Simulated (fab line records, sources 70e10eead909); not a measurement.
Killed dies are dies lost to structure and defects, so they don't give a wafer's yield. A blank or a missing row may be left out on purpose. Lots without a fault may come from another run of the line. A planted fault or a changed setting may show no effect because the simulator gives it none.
Which tool did it? | flow nand_harc | 12 lots, 36 wafers sampled, at 4 steps of a route of 1302

WHAT THE GAUGES READ, wafer by wafer
The record holds no reading of a measuring or inspecting step that can be judged against a usual standard deviation.

WHICH TOOL RAN EACH LOT (tool, then ch and the chambers of the sampled wafers, then the start)
lot  | NHARC_A_STAIRCASE_ETCH_199                    | NHARC_A_STAIRCASE_ETCH_230                    | NHARC_A_STAIRCASE_STRIP_238          | NHARC_A_STAIRCASE_STRIP_254
L934 | rie_diel-08 ch 1,2,3, day 16 12:16 or earlier | rie_diel-13 ch 0,1,2, day 16 12:16 or earlier | plasma_asher-02 ch 0,1, day 16 12:16 | plasma_asher-01 ch 0,1, day 16 13:49
L936 | rie_diel-13 ch 0,1,2, day 16 18:52 or earlier | rie_diel-13 ch 1,2,3, day 16 18:52 or earlier | plasma_asher-01 ch 0,1, day 16 18:52 | plasma_asher-01 ch 0,1, day 16 20:27
L938 | rie_diel-13 ch 0,2, day 18 05:53 or earlier   | rie_diel-11 ch 1,2,3, day 18 05:53 or earlier | plasma_asher-02 ch 0, day 18 05:53   | plasma_asher-01 ch 0,1, day 18 07:36
L939 | rie_diel-08 ch 0,1,3, day 18 11:41 or earlier | rie_diel-08 ch 1,3, day 18 11:41 or earlier   | plasma_asher-01 ch 0,1, day 18 11:41 | plasma_asher-01 ch 0,1, day 18 13:22
L947 | rie_diel-13 ch 0,2,3, day 22 06:05 or earlier | rie_diel-11 ch 0,1,2, day 22 06:05 or earlier | plasma_asher-02 ch 0,1, day 22 06:05 | plasma_asher-01 ch 0,1, day 22 07:47
L948 | rie_diel-11 ch 1,2, day 22 07:07 or earlier   | rie_diel-13 ch 0,2,3, day 22 07:07 or earlier | plasma_asher-02 ch 0,1, day 22 07:07 | plasma_asher-02 ch 1, day 22 08:49
L949 | rie_diel-11 ch 1,2,3, day 22 17:22 or earlier | rie_diel-08 ch 0,2,3, day 22 17:22 or earlier | plasma_asher-02 ch 0,1, day 22 17:22 | plasma_asher-02 ch 0,1, day 22 19:08
L951 | rie_diel-13 ch 0,2,3, day 22 16:55 or earlier | rie_diel-08 ch 0,2,3, day 22 16:55 or earlier | plasma_asher-02 ch 0,1, day 22 16:55 | plasma_asher-02 ch 0,1, day 22 18:29
L950 | rie_diel-11 ch 1,2,3, day 23 00:52 or earlier | rie_diel-08 ch 0,1,3, day 23 00:52 or earlier | plasma_asher-02 ch 0,1, day 23 00:52 | plasma_asher-02 ch 0,1, day 23 02:39
L952 | rie_diel-13 ch 0,1,3, day 23 10:02 or earlier | rie_diel-11 ch 2,3, day 23 10:02 or earlier   | plasma_asher-02 ch 0,1, day 23 10:02 | plasma_asher-01 ch 0,1, day 23 11:37
L955 | rie_diel-13 ch 0,1,2, day 24 11:32 or earlier | rie_diel-13 ch 0,1,2, day 24 11:32 or earlier | plasma_asher-02 ch 0,1, day 24 11:32 | plasma_asher-01 ch 0,1, day 24 13:13
L956 | rie_diel-11 ch 1,2, day 25 09:13 or earlier   | rie_diel-08 ch 1,3, day 25 09:13 or earlier   | plasma_asher-02 ch 0,1, day 25 09:13 | plasma_asher-01 ch 0,1, day 25 11:07
- NHARC_A_STAIRCASE_ETCH_199: etches the open film in C4F8/O2, target depth 100 nm, time 40.5 s.
- NHARC_A_STAIRCASE_ETCH_230: etches the open film in C4F8/O2, target depth 100 nm, time 40.5 s.
- NHARC_A_STAIRCASE_STRIP_238: strips in O2.
- NHARC_A_STAIRCASE_STRIP_254: strips in O2.

WHAT THE TOOLS THEMSELVES READ (means of the sampled wafers that have a number; where no wafer has one, the mark that the record gives instead)
NHARC_A_STAIRCASE_ETCH_199. Usual: bias_w 1000 W, standard deviation 3; chamber_pressure_mTorr 25.000 mTorr, standard deviation 0.022; oes_product_au 0.949 a.u., standard deviation 0.011; rf_vpp_V 895 V, standard deviation 5.6.
lot  | tool        | bias_w (W) | chamber_pressure_mTorr (mTorr) | oes_product_au (a.u.) | rf_vpp_V (V) | flag
L934 | rie_diel-08 | 999        | 24.979                         | 0.965                 | 898          |
L936 | rie_diel-13 | 1001       | 24.990                         | 0.958                 | 897          |
L938 | rie_diel-13 | 1002       | 24.993                         | 0.950                 | 899          |
L939 | rie_diel-08 | 1000       | 24.998                         | 0.939                 | 900          |
L947 | rie_diel-13 | 1004       | 25.016                         | 0.946                 | 898          |
L948 | rie_diel-11 | 996        | 25.002                         | 0.940                 | 893          |
L949 | rie_diel-11 | 1000       | 24.993                         | 0.938                 | 894          |
L951 | rie_diel-13 | 999        | 24.992                         | 0.942                 | 899          |
L950 | rie_diel-11 | 1002       | 25.010                         | 0.958                 | 895          |
L952 | rie_diel-13 | 1000       | 24.999                         | 0.937                 | 893          |
L955 | rie_diel-13 | 1000       | 24.983                         | 0.947                 | 895          |
L956 | rie_diel-11 | 1001       | 25.016                         | 0.951                 | 893          |

NHARC_A_STAIRCASE_ETCH_230. Usual: bias_w 999.9 W, standard deviation 2.8; chamber_pressure_mTorr 25.000 mTorr, standard deviation 0.022; oes_product_au 0.946 a.u., standard deviation 0.017; rf_vpp_V 896 V, standard deviation 5.9.
lot  | tool        | bias_w (W) | chamber_pressure_mTorr (mTorr) | oes_product_au (a.u.) | rf_vpp_V (V) | flag
L934 | rie_diel-13 | 1001.0     | 24.986                         | 0.971                 | 897          |
L936 | rie_diel-13 | 1000.7     | 25.005                         | 0.940                 | 897          |
L938 | rie_diel-11 | 1001.3     | 24.993                         | 0.948                 | 895          |
L939 | rie_diel-08 | 997.1      | 25.007                         | 0.963                 | 901          |
L947 | rie_diel-11 | 999.7      | 25.003                         | 0.935                 | 891          |
L948 | rie_diel-13 | 1000.3     | 24.998                         | 0.940                 | 899          |
L949 | rie_diel-08 | 999.4      | 25.001                         | 0.943                 | 900          |
L951 | rie_diel-08 | 998.5      | 24.993                         | 0.946                 | 902          |
L950 | rie_diel-08 | 997.6      | 25.003                         | 0.923                 | 900          |
L952 | rie_diel-11 | 999.3      | 25.012                         | 0.943                 | 896          |
L955 | rie_diel-13 | 998.9      | 25.010                         | 0.953                 | 896          |
L956 | rie_diel-08 | 999.9      | 25.005                         | 0.950                 | 896          |

NHARC_A_STAIRCASE_STRIP_238. Usual: drypump_motor_current_A 5.4 A, standard deviation 0.5; heater_power_w 309 W, standard deviation 11.
lot  | tool            | drypump_motor_current_A (A) | heater_power_w (W) | flag
L934 | plasma_asher-02 | 5.1                         | 306                |
L936 | plasma_asher-01 | 6.1                         | 320                |
L938 | plasma_asher-02 | 5.0                         | 317                |
L939 | plasma_asher-01 | 6.2                         | 320                |
L947 | plasma_asher-02 | -                           | -                  | OFF
L948 | plasma_asher-02 | -                           | -                  | OFF
L949 | plasma_asher-02 | 5.1                         | 299                |
L951 | plasma_asher-02 | 5.1                         | 304                |
L950 | plasma_asher-02 | 5.1                         | 296                |
L952 | plasma_asher-02 | 5.1                         | 301                |
L955 | plasma_asher-02 | 5.1                         | 303                |
L956 | plasma_asher-02 | 5.1                         | 301                |

NHARC_A_STAIRCASE_STRIP_254. Usual: drypump_motor_current_A 5.6 A, standard deviation 0.52; heater_power_w 316 W, standard deviation 15.
lot  | tool            | drypump_motor_current_A (A) | heater_power_w (W) | flag
L934 | plasma_asher-01 | 5.9                         | 319                |
L936 | plasma_asher-01 | 5.9                         | 320                |
L938 | plasma_asher-01 | 5.9                         | 318                |
L939 | plasma_asher-01 | 5.9                         | 315                |
L947 | plasma_asher-01 | 5.9                         | 314                |
L948 | plasma_asher-02 | 5.2                         | 306                |
L949 | plasma_asher-02 | 5.1                         | 300                |
L951 | plasma_asher-02 | 5.1                         | 301                |
L950 | plasma_asher-02 | 5.1                         | 298                |
L952 | plasma_asher-01 | 5.9                         | 340                |
L955 | plasma_asher-01 | 6.1                         | 339                |
L956 | plasma_asher-01 | 6.1                         | 339                |

THE ANSWER, worked out from the rows above alone
Rule: a lot is off if the mean of its wafers that have a number lies more than 3 standard deviations from the usual mean. A lot without any number at a reading at which 4 lots or more have one is off too. The other lots that the step has rows for count as sound. The gauges are gone through in route order, then the tools' own readings, and for those a lot's mean is taken as printed above. The first step at which some lot is off is used, and at that step the reading that is off furthest; a lot without a number counts as furthest.
Off: L947, L948, at NHARC_A_STAIRCASE_STRIP_238 (drypump_motor_current_A). Without a number there: L947, L948.
A tool fits if, at that step or a process step before it, it ran every lot that is off, and no sound lot after the first of them. NHARC_A_STAIRCASE_ETCH_199 gives no start for some lots, so the hours and the order of its lots are those of NHARC_A_STAIRCASE_STRIP_238. NHARC_A_STAIRCASE_ETCH_230 gives no start for some lots, so the hours and the order of its lots are those of NHARC_A_STAIRCASE_STRIP_238. None of those tried fits.

WHAT THE SIMULATOR HAD PUT IN
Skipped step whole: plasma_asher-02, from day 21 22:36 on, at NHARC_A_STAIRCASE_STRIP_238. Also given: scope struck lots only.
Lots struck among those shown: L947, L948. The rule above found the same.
